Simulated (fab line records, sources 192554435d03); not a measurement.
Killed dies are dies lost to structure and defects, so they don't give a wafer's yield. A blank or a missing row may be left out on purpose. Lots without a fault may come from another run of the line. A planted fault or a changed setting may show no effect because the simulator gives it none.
Which tool did it? | flow n5_finfet | 15 lots, 45 wafers sampled, at 7 steps of a route of 1938

WHAT THE GAUGES READ, wafer by wafer
N5_BEOL_M2_RS_MEAS_58: measures by four-point-probe. Usual: M2_RS 0.69 ohm/sq, standard deviation 0.05.
lot  | measured     | on            | M2_RS (ohm/sq) | flag
L769 | day 7 00:34  | film_metro-02 | 0.67 0.69 0.68 |
L770 | day 7 06:26  | film_metro-01 | 0.63 0.65 0.70 |
L772 | day 7 10:53  | film_metro-01 | 0.73 0.71 0.76 |
L775 | day 8 00:13  | film_metro-02 | 0.66 0.67 0.72 |
L777 | day 9 09:14  | film_metro-01 | 0.70 0.71 0.69 |
L778 | day 9 12:52  | film_metro-02 | 0.64 0.65 0.61 |
L780 | day 9 15:23  | film_metro-01 | 0.75 0.62 0.64 |
L781 | day 10 01:01 | film_metro-02 | 0.74 0.77 0.76 |
L782 | day 10 02:32 | film_metro-02 | 0.73 0.66 0.76 |
L786 | day 11 07:46 | film_metro-01 | 0.68 0.76 0.76 |
L787 | day 11 10:56 | film_metro-01 | 0.67 0.67 0.65 |
L788 | day 11 22:43 | film_metro-01 | 0.73 0.61 0.79 |
L790 | day 12 05:16 | film_metro-01 | 0.68 0.65 0.63 |
L791 | day 12 09:43 | film_metro-01 | 0.63 0.68 0.60 |
L792 | day 12 10:02 | film_metro-01 | 0.74 0.71 0.68 |

N5_BEOL_M3_CD_MEAS_18: pitch 36 nm, target cd 18 nm. Usual: cd_nm 18.1 nm, standard deviation 0.36.
lot  | measured     | on        | cd_nm (nm)     | flag
L769 | day 7 02:28  | cd_sem-03 | 17.9 17.6 18.0 |
L770 | day 7 09:25  | cd_sem-01 | 18.0 18.5 18.6 |
L772 | day 7 12:35  | cd_sem-03 | 17.7 18.3 18.0 |
L775 | day 8 02:18  | cd_sem-02 | 18.4 18.2 18.4 |
L777 | day 9 11:32  | cd_sem-01 | 18.1 18.2 17.8 |
L778 | day 9 16:03  | cd_sem-03 | 18.5 18.4 17.8 |
L780 | day 9 16:40  | cd_sem-01 | 18.1 17.7 18.1 |
L781 | day 10 03:02 | cd_sem-02 | 18.5 18.3 17.8 |
L782 | day 10 06:14 | cd_sem-01 | 17.6 18.2 18.4 |
L786 | day 11 09:08 | cd_sem-03 | - - -          | OFF
L787 | day 11 12:40 | cd_sem-02 | - - -          | OFF
L788 | day 12 00:46 | cd_sem-02 | - - -          | OFF
L790 | day 12 09:00 | cd_sem-02 | 18.1 18.3 17.7 |
L791 | day 12 12:28 | cd_sem-01 | 18.1 17.9 17.9 |
L792 | day 12 12:36 | cd_sem-03 | 18.4 17.7 18.7 |

N5_BEOL_M4_RC_MEAS_101. Usual: DIBL_N 35.9 mV/V, standard deviation 2.5; DIBL_P 36.0 mV/V, standard deviation 3; IOFF_N 0.16 nA/um, standard deviation 0.047; IOFF_P 0.21 nA/um, standard deviation 0.047; ION_N 671 uA/um, standard deviation 14; ION_P 460 uA/um, standard deviation 8.8; SS_N 71.5 mV/dec, standard deviation 0.73; SS_P 73.2 mV/dec, standard deviation 0.91; VT_N 250 mV, standard deviation 4.3; VT_P -251 mV, standard deviation 3.6.
lot  | measured     | on        | DIBL_N (mV/V)  | DIBL_P (mV/V)  | IOFF_N (nA/um) | IOFF_P (nA/um) | ION_N (uA/um) | ION_P (uA/um) | SS_N (mV/dec)  | SS_P (mV/dec)  | VT_N (mV)   | VT_P (mV)      | flag
L769 | day 7 18:34  | prober-02 | 34.8 37.7 34.1 | 34.4 37.2 33.6 | 0.14 0.20 0.14 | 0.19 0.22 0.17 | 662 679 653   | 453 465 444   | 71.0 72.4 70.5 | 73.3 73.2 72.7 | 250 245 249 | -254 -251 -256 |
L770 | day 7 22:47  | prober-01 | 35.4 32.2 35.9 | 36.4 32.9 37.2 | 0.15 0.11 0.16 | 0.18 0.16 0.20 | 667 653 682   | 451 451 467   | 71.5 70.5 71.4 | 73.3 72.3 73.0 | 253 252 250 | -254 -254 -254 |
L772 | day 8 15:19  | prober-01 | 36.9 33.8 35.2 | 36.9 32.7 33.2 | 0.17 0.12 0.14 | 0.21 0.16 0.17 | 670 657 665   | 456 446 455   | 71.9 71.5 71.5 | 72.8 71.5 73.1 | 250 254 251 | -249 -253 -254 |
L775 | day 8 23:23  | prober-02 | 37.6 40.0 34.1 | 35.2 40.5 33.2 | 0.16 0.24 0.12 | 0.20 0.31 0.17 | 657 689 648   | 450 466 447   | 72.0 72.2 70.2 | 73.0 74.5 72.8 | 254 243 254 | -249 -243 -254 |
L777 | day 10 01:07 | prober-01 | 37.0 36.8 38.2 | 35.8 35.4 36.5 | 0.16 0.15 0.17 | 0.21 0.19 0.21 | 681 667 674   | 465 454 457   | 71.8 71.2 72.0 | 74.2 73.2 73.9 | 251 251 247 | -250 -254 -252 |
L778 | day 10 06:10 | prober-01 | 31.1 34.7 34.7 | 29.3 32.3 32.0 | 0.08 0.11 0.12 | 0.12 0.15 0.14 | 650 642 655   | 452 444 444   | 69.3 71.4 70.7 | 70.9 72.0 71.4 | 257 256 253 | -257 -253 -253 |
L780 | day 10 09:23 | prober-01 | 33.4 33.2 34.1 | 35.1 34.9 36.0 | 0.13 0.14 0.15 | 0.19 0.20 0.22 | 667 674 675   | 470 464 470   | 71.4 71.3 71.1 | 72.7 73.4 73.8 | 248 250 250 | -248 -248 -244 |
L781 | day 11 02:31 | prober-01 | 37.4 31.7 41.4 | 36.6 30.3 41.5 | 0.15 0.09 0.27 | 0.22 0.13 0.27 | 652 658 695   | 455 451 458   | 71.4 70.4 72.6 | 73.4 72.4 74.5 | 252 256 242 | -252 -260 -251 |
L782 | day 11 07:16 | prober-02 | 39.5 32.7 34.8 | 42.5 34.3 35.9 | 0.25 0.12 0.14 | 0.28 0.16 0.18 | 685 655 656   | 468 451 448   | 71.5 70.2 70.5 | 74.9 72.8 73.0 | 242 251 251 | -246 -254 -255 |
L790 | day 13 03:22 | prober-01 | 35.8 38.1 35.3 | 35.4 37.6 34.9 | 0.17 0.18 0.15 | 0.22 0.23 0.22 | 684 678 655   | 471 467 456   | 71.1 72.0 71.4 | 73.1 73.7 73.0 | 249 250 251 | -247 -249 -249 |
L791 | day 13 12:14 | prober-02 | 35.0 34.7 32.9 | 35.1 34.8 32.7 | 0.13 0.15 0.10 | 0.19 0.19 0.16 | 655 681 656   | 452 468 455   | 71.1 71.2 71.0 | 72.8 73.5 72.0 | 255 251 259 | -252 -250 -254 |
L792 | day 13 12:32 | prober-01 | 35.2 39.7 33.6 | 33.5 39.0 33.2 | 0.12 0.20 0.11 | 0.16 0.25 0.16 | 668 673 664   | 458 457 462   | 71.1 73.0 70.8 | 73.0 74.5 72.2 | 254 249 253 | -252 -250 -254 |

WHICH TOOL RAN EACH LOT (tool, then ch and the chambers of the sampled wafers, then the start)
lot  | N5_BEOL_M2_SPUTTER_92        | N5_BEOL_M2_ANNEAL_51             | N5_BEOL_M3_HM_DEP_02         | N5_BEOL_M3_HM_OPEN_17
L769 | pvd_sputter-03, day 6 23:05  | rtp_anneal-02 ch 0, day 6 23:48  | pvd_sputter-01, day 7 01:31  | rie_metal-02 ch 0,1, day 7 02:19
L770 | pvd_sputter-02, day 7 04:50  | rtp_anneal-02 ch 0, day 7 05:29  | pvd_sputter-02, day 7 08:24  | rie_metal-01 ch 0,1, day 7 09:14
L772 | pvd_sputter-01, day 7 09:23  | rtp_anneal-01 ch 0, day 7 10:02  | pvd_sputter-03, day 7 11:38  | rie_metal-01 ch 1, day 7 12:24
L775 | pvd_sputter-03, day 7 22:38  | rtp_anneal-01 ch 0, day 7 23:19  | pvd_sputter-03, day 8 01:21  | rie_metal-03 ch 0,1, day 8 02:07
L777 | pvd_sputter-01, day 9 07:44  | rtp_anneal-01 ch 0, day 9 08:25  | pvd_sputter-01, day 9 10:34  | rie_metal-02 ch 1, day 9 11:20
L778 | pvd_sputter-03, day 9 11:16  | rtp_anneal-02 ch 0, day 9 11:53  | pvd_sputter-02, day 9 14:00  | rie_metal-03 ch 0, day 9 15:49
L780 | pvd_sputter-02, day 9 13:29  | rtp_anneal-01 ch 0, day 9 14:20  | pvd_sputter-02, day 9 15:40  | rie_metal-01 ch 0,1, day 9 16:28
L781 | pvd_sputter-02, day 9 22:55  | rtp_anneal-01 ch 0, day 9 23:34  | pvd_sputter-02, day 10 01:58 | rie_metal-02 ch 0,1, day 10 02:51
L782 | pvd_sputter-02, day 10 00:59 | rtp_anneal-02 ch 0, day 10 01:37 | pvd_sputter-03, day 10 05:03 | rie_metal-01 ch 0,1, day 10 05:58
L786 | pvd_sputter-01, day 11 05:55 | rtp_anneal-02 ch 0, day 11 06:38 | pvd_sputter-01, day 11 08:10 | rie_metal-02 ch 0,1, day 11 08:58
L787 | pvd_sputter-03, day 11 09:26 | rtp_anneal-01 ch 0, day 11 10:07 | pvd_sputter-03, day 11 11:44 | rie_metal-03 ch 1, day 11 12:29
L788 | pvd_sputter-01, day 11 21:14 | rtp_anneal-01 ch 0, day 11 21:57 | pvd_sputter-01, day 11 23:40 | rie_metal-03 ch 1, day 12 00:33
L790 | pvd_sputter-03, day 12 03:43 | rtp_anneal-02 ch 0, day 12 04:24 | pvd_sputter-01, day 12 06:03 | rie_metal-02 ch 0,1, day 12 08:27
L791 | pvd_sputter-03, day 12 08:13 | rtp_anneal-02 ch 0, day 12 08:50 | pvd_sputter-02, day 12 10:28 | rie_metal-02 ch 0,1, day 12 12:14
L792 | pvd_sputter-02, day 12 08:29 | rtp_anneal-01 ch 0, day 12 09:10 | pvd_sputter-02, day 12 10:41 | rie_metal-01 ch 0,1, day 12 12:23
- N5_BEOL_M2_SPUTTER_92: material Cu, target thk 4.5 nm, time 8.29 s.
- N5_BEOL_M2_ANNEAL_51: time 90 s.
- N5_BEOL_M3_HM_DEP_02: deposits TiN, target thk 20 nm.
- N5_BEOL_M3_HM_OPEN_17: chemistry Cl2/BCl3, target TiN, target depth 20 nm, overetch 6 nm.

WHAT THE TOOLS THEMSELVES READ (means of the sampled wafers that have a number; where no wafer has one, the mark that the record gives instead)
N5_BEOL_M2_SPUTTER_92. Usual: chuck_sensor_temp_C -15.9 C, standard deviation 0.5; throttle_valve_pct 29.8 %, standard deviation 0.76.
lot  | tool           | chuck_sensor_temp_C (C) | throttle_valve_pct (%) | flag
L769 | pvd_sputter-03 | -15.9                   | 31.0                   |
L770 | pvd_sputter-02 | -16.3                   | 29.4                   |
L772 | pvd_sputter-01 | -15.7                   | 29.4                   |
L775 | pvd_sputter-03 | -16.2                   | 30.7                   |
L777 | pvd_sputter-01 | -15.6                   | 29.4                   |
L778 | pvd_sputter-03 | -16.0                   | 30.1                   |
L780 | pvd_sputter-02 | -16.2                   | 29.2                   |
L781 | pvd_sputter-02 | -15.8                   | 29.9                   |
L782 | pvd_sputter-02 | -16.2                   | 29.5                   |
L786 | pvd_sputter-01 | -16.0                   | 28.9                   |
L787 | pvd_sputter-03 | -16.3                   | 30.2                   |
L788 | pvd_sputter-01 | -15.7                   | 29.3                   |
L790 | pvd_sputter-03 | -16.1                   | 30.7                   |
L791 | pvd_sputter-03 | -15.9                   | 30.5                   |
L792 | pvd_sputter-02 | -16.2                   | 29.3                   |

N5_BEOL_M2_ANNEAL_51. Usual: wafer_temp_C_max 225.93, standard deviation 0.25.
lot  | tool          | wafer_temp_C_max | flag
L769 | rtp_anneal-02 | 225.31           |
L770 | rtp_anneal-02 | 225.77           |
L772 | rtp_anneal-01 | 226.09           |
L775 | rtp_anneal-01 | 225.93           |
L777 | rtp_anneal-01 | 226.07           |
L778 | rtp_anneal-02 | 225.81           |
L780 | rtp_anneal-01 | 226.08           |
L781 | rtp_anneal-01 | 226.31           |
L782 | rtp_anneal-02 | 225.64           |
L786 | rtp_anneal-02 | 226.05           |
L787 | rtp_anneal-01 | 225.79           |
L788 | rtp_anneal-01 | 225.89           |
L790 | rtp_anneal-02 | 225.70           |
L791 | rtp_anneal-02 | 225.92           |
L792 | rtp_anneal-01 | 226.01           |

N5_BEOL_M3_HM_DEP_02. Usual: chamber_pressure_pa 0.5002 Pa, standard deviation 0.00089; substrate_temp_c 25.01 C, standard deviation 0.11; throttle_valve_pct 29.9 %, standard deviation 0.75.
lot  | tool           | chamber_pressure_pa (Pa) | substrate_temp_c (C) | throttle_valve_pct (%) | flag
L769 | pvd_sputter-01 | 0.5007                   | 24.86                | 29.5                   |
L770 | pvd_sputter-02 | 0.5001                   | 25.13                | 29.8                   |
L772 | pvd_sputter-03 | 0.5003                   | 25.00                | 30.6                   |
L775 | pvd_sputter-03 | 0.4997                   | 24.91                | 30.9                   |
L777 | pvd_sputter-01 | 0.5001                   | 24.98                | 29.4                   |
L778 | pvd_sputter-02 | 0.5001                   | 25.05                | 29.3                   |
L780 | pvd_sputter-02 | 0.4998                   | 24.96                | 29.5                   |
L781 | pvd_sputter-02 | 0.4998                   | 25.07                | 29.4                   |
L782 | pvd_sputter-03 | 0.4998                   | 25.01                | 30.6                   |
L786 | pvd_sputter-01 | -                        | -                    | -                      | OFF
L787 | pvd_sputter-03 | -                        | -                    | -                      | OFF
L788 | pvd_sputter-01 | -                        | -                    | -                      | OFF
L790 | pvd_sputter-01 | 0.5007                   | 25.06                | 29.2                   |
L791 | pvd_sputter-02 | 0.5007                   | 25.07                | 30.0                   |
L792 | pvd_sputter-02 | 0.5001                   | 24.96                | 29.9                   |

N5_BEOL_M3_HM_OPEN_17. Usual: drypump_motor_current_A 5.6 A, standard deviation 0.48; oes_product_au 0.68 a.u., standard deviation 0.1; throttle_valve_pct 22.34 %, standard deviation 0.22.
lot  | tool         | drypump_motor_current_A (A) | oes_product_au (a.u.) | throttle_valve_pct (%) | flag
L769 | rie_metal-02 | 5.3                         | 0.71                  | 22.37                  |
L770 | rie_metal-01 | 5.7                         | 0.58                  | 22.45                  |
L772 | rie_metal-01 | 5.9                         | 0.75                  | 22.21                  |
L775 | rie_metal-03 | 6.0                         | 0.67                  | 22.32                  |
L777 | rie_metal-02 | 4.7                         | 0.55                  | 22.65                  |
L778 | rie_metal-03 | 6.0                         | 0.60                  | 22.50                  |
L780 | rie_metal-01 | 5.8                         | 0.76                  | 22.24                  |
L781 | rie_metal-02 | 5.0                         | 0.61                  | 22.53                  |
L782 | rie_metal-01 | 5.7                         | 0.77                  | 22.26                  |
L786 | rie_metal-02 | 5.0                         | 0.27                  | 23.18                  | OFF
L787 | rie_metal-03 | 6.0                         | 0.33                  | 22.69                  | OFF
L788 | rie_metal-03 | 6.0                         | 0.33                  | 22.70                  | OFF
L790 | rie_metal-02 | 5.0                         | 0.61                  | 22.54                  |
L791 | rie_metal-02 | 5.3                         | 0.67                  | 22.39                  |
L792 | rie_metal-01 | 5.7                         | 0.74                  | 22.29                  |

THE ANSWER, worked out from the rows above alone
Rule: a lot is off if the mean of its wafers that have a number lies more than 3 standard deviations from the usual mean. A lot without any number at a reading at which 4 lots or more have one is off too. The other lots that the step has rows for count as sound. The gauges are gone through in route order, then the tools' own readings, and for those a lot's mean is taken as printed above. The first step at which some lot is off is used, and at that step the reading that is off furthest; a lot without a number counts as furthest.
Off: L786, L787, L788, at N5_BEOL_M3_CD_MEAS_18 (cd_nm). Without a number there: L786, L787, L788.
A tool fits if, at a process step before that reading, it ran every lot that is off, and no sound lot after the first of them. The gauges at N5_BEOL_M3_CD_MEAS_18 aren't tried: what is off there is off at N5_BEOL_M3_HM_DEP_02 too, on other tools, and a gauge's error can't cause that. None of those tried fits.

WHAT THE SIMULATOR HAD PUT IN
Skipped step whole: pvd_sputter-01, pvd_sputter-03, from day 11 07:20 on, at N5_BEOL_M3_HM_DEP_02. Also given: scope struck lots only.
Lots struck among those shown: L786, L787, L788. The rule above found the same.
